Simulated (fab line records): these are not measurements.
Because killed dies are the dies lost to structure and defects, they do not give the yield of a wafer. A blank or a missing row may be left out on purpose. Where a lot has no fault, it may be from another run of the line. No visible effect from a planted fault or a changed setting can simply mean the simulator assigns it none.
Chamber matching -- flow nand_harc -- NHARC_A_WL_FILL_STRIP_29 on rie_diel-05: 4 sister chambers
The step strips in O2, time 20 s. 8 wafers are shown with their chamber, then 10 later ones without.

## WAFERS WITH THEIR CHAMBER
wafer,chamber,drypump_motor_current_A (A),oes_product_au (a.u.)
L080.2,2,5.3,0.990
L080.6,1,6.0,1.003
L074.6,0,5.6,0.992
L085.2,2,5.3,0.986
L085.3,3,6.1,1.004
L085.4,3,6.0,1.012
L088.2,0,5.6,0.985
L088.5,1,6.1,1.000

## WAFERS WITHOUT THEIR CHAMBER
wafer,drypump_motor_current_A (A),oes_product_au (a.u.)
L088.6,5.6,0.983
L091.2,6.0,0.999
L091.3,5.5,0.995
L091.6,5.3,0.993
L095.1,6.0,0.997
L095.2,5.5,0.985
L095.4,6.0,1.007
L096.3,5.6,0.983
L096.5,6.0,1.008
L096.6,5.3,0.984

## WHICH CHAMBER EACH ONE RAN IN
wafer,from the rows above,in truth
L088.6,0,0
L091.2,can't be placed: 1 or 3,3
L091.3,can't be placed: 0 or 2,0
L091.6,2,2
L095.1,can't be placed: 1 or 3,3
L095.2,can't be placed: 0 or 2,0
L095.4,can't be placed: 3 or 1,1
L096.3,0,0
L096.5,can't be placed: 3 or 1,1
L096.6,2,2
Correctly placed: 4 of 10. Not placeable from these rows: 6 (in 6, the candidates include the true chamber). Placed wrongly: 0.
How it was worked out, from the rows above alone: a wafer's distance from a chamber is the root of the sum, over the readings, of the square of ((its reading less the chamber's mean) divided by the reading's scatter). If the next closest chamber is less than 2 further off than the closest, the wafer can't be placed; otherwise it belongs to the closest. Each chamber's mean is taken over the wafers shown for it. The scatter: take each reading less its chamber's mean, square it, sum over the shown wafers, divide by the number of wafers less the number of chambers, and take the root.
